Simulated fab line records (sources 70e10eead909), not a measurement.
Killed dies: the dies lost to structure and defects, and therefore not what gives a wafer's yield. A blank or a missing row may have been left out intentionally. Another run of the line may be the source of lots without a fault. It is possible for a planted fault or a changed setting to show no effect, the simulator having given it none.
Chamber matching :: flow nand-harc :: ald-hk-04 running NHARC_A_STAIRCASE_ALD_420: 4 sister chambers
The step deposits SiO2, target thk 20 nm, pulse time 6 s, ald cycles 200. 22 wafers are shown with their chamber, then 11 later ones without.

WAFERS PAIRED WITH THEIR CHAMBERS
wafer: L075.1
chamber: 2
heater-power-w (W): 479
precursor-pulse-height-rel: 0.988

wafer: L075.2
chamber: 0
heater-power-w (W): 481
precursor-pulse-height-rel: 1.040

wafer: L075.3
chamber: 1
heater-power-w (W): 442
precursor-pulse-height-rel: 0.983

wafer: L075.4
chamber: 3
heater-power-w (W): 435
precursor-pulse-height-rel: 0.992

wafer: L075.5
chamber: 3
heater-power-w (W): 414
precursor-pulse-height-rel: 1.032

wafer: L075.6
chamber: 2
heater-power-w (W): 478
precursor-pulse-height-rel: 0.981

wafer: L077.2
chamber: 0
heater-power-w (W): 468
precursor-pulse-height-rel: 1.012

wafer: L077.4
chamber: 3
heater-power-w (W): 428
precursor-pulse-height-rel: 1.014

wafer: L077.5
chamber: 3
heater-power-w (W): 412
precursor-pulse-height-rel: 0.999

wafer: L081.2
chamber: 0
heater-power-w (W): 482
precursor-pulse-height-rel: 1.003

wafer: L081.3
chamber: 1
heater-power-w (W): 435
precursor-pulse-height-rel: 1.001

wafer: L081.4
chamber: 3
heater-power-w (W): 427
precursor-pulse-height-rel: 0.974

wafer: L081.1
chamber: 2
heater-power-w (W): 482
precursor-pulse-height-rel: 1.029

wafer: L081.5
chamber: 1
heater-power-w (W): 432
precursor-pulse-height-rel: 1.025

wafer: L081.6
chamber: 0
heater-power-w (W): 463
precursor-pulse-height-rel: 0.993

wafer: L082.1
chamber: 0
heater-power-w (W): 471
precursor-pulse-height-rel: 1.008

wafer: L082.3
chamber: 2
heater-power-w (W): 475
precursor-pulse-height-rel: 1.009

wafer: L082.5
chamber: 2
heater-power-w (W): 504
precursor-pulse-height-rel: 0.982

wafer: L084.1
chamber: 1
heater-power-w (W): 439
precursor-pulse-height-rel: 1.000

wafer: L084.4
chamber: 3
heater-power-w (W): 434
precursor-pulse-height-rel: 0.992

wafer: L084.5
chamber: 2
heater-power-w (W): 490
precursor-pulse-height-rel: 1.003

wafer: L084.2
chamber: 2
heater-power-w (W): 488
precursor-pulse-height-rel: 0.984

SIGNATURES (averages over the wafers above)
reading: heater-power-w
chamber 0: 473.00
chamber 1: 437.00
chamber 2: 485.14
chamber 3: 425.00
scatter within a chamber: 8.83

reading: precursor-pulse-height-rel
chamber 0: 1.01120
chamber 1: 1.00225
chamber 2: 0.99657
chamber 3: 1.00050
scatter within a chamber: 0.0184
Rule: a wafer lies at a distance from a chamber equal to the root of the sum of squares, over the readings, of (its reading less the chamber's mean, divided by the reading's scatter). If the next closest chamber is less than 2 further off than the closest, the wafer can't be placed; otherwise it belongs to the closest. The scatter: the root of (the sum of the squares of (reading less its chamber's mean) over the shown wafers, divided by (wafers less chambers)).

WAFERS WHOSE CHAMBER IS MISSING
wafer: L084.3
heater-power-w (W): 467
precursor-pulse-height-rel: 0.989

wafer: L084.6
heater-power-w (W): 440
precursor-pulse-height-rel: 0.989

wafer: L089.1
heater-power-w (W): 453
precursor-pulse-height-rel: 1.021

wafer: L089.5
heater-power-w (W): 465
precursor-pulse-height-rel: 1.011

wafer: L089.6
heater-power-w (W): 441
precursor-pulse-height-rel: 0.995

wafer: L090.1
heater-power-w (W): 433
precursor-pulse-height-rel: 0.977

wafer: L090.2
heater-power-w (W): 441
precursor-pulse-height-rel: 0.991

wafer: L090.5
heater-power-w (W): 465
precursor-pulse-height-rel: 1.017

wafer: L096.2
heater-power-w (W): 425
precursor-pulse-height-rel: 1.005

wafer: L096.4
heater-power-w (W): 470
precursor-pulse-height-rel: 1.019

wafer: L096.6
heater-power-w (W): 456
precursor-pulse-height-rel: 1.001

THE CHAMBER EACH PASSED THROUGH
wafer: L084.3
from the rows above: can't be placed: 0 or 2
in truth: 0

wafer: L084.6
from the rows above: can't be placed: 1 or 3
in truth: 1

wafer: L089.1
from the rows above: can't be placed: 1 or 0 or 3 or 2
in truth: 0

wafer: L089.5
from the rows above: can't be placed: 0 or 2
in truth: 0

wafer: L089.6
from the rows above: can't be placed: 1 or 3
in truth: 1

wafer: L090.1
from the rows above: can't be placed: 1 or 3
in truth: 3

wafer: L090.2
from the rows above: can't be placed: 1 or 3
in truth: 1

wafer: L090.5
from the rows above: can't be placed: 0 or 2
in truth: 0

wafer: L096.2
from the rows above: can't be placed: 3 or 1
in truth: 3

wafer: L096.4
from the rows above: can't be placed: 0 or 2
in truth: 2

wafer: L096.6
from the rows above: can't be placed: 0 or 1 or 2 or 3
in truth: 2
Correct placement for 0 of the 11. Cannot be placed on the basis of these rows: 11; the candidates contain the true chamber in 11. Placed wrongly: 0.
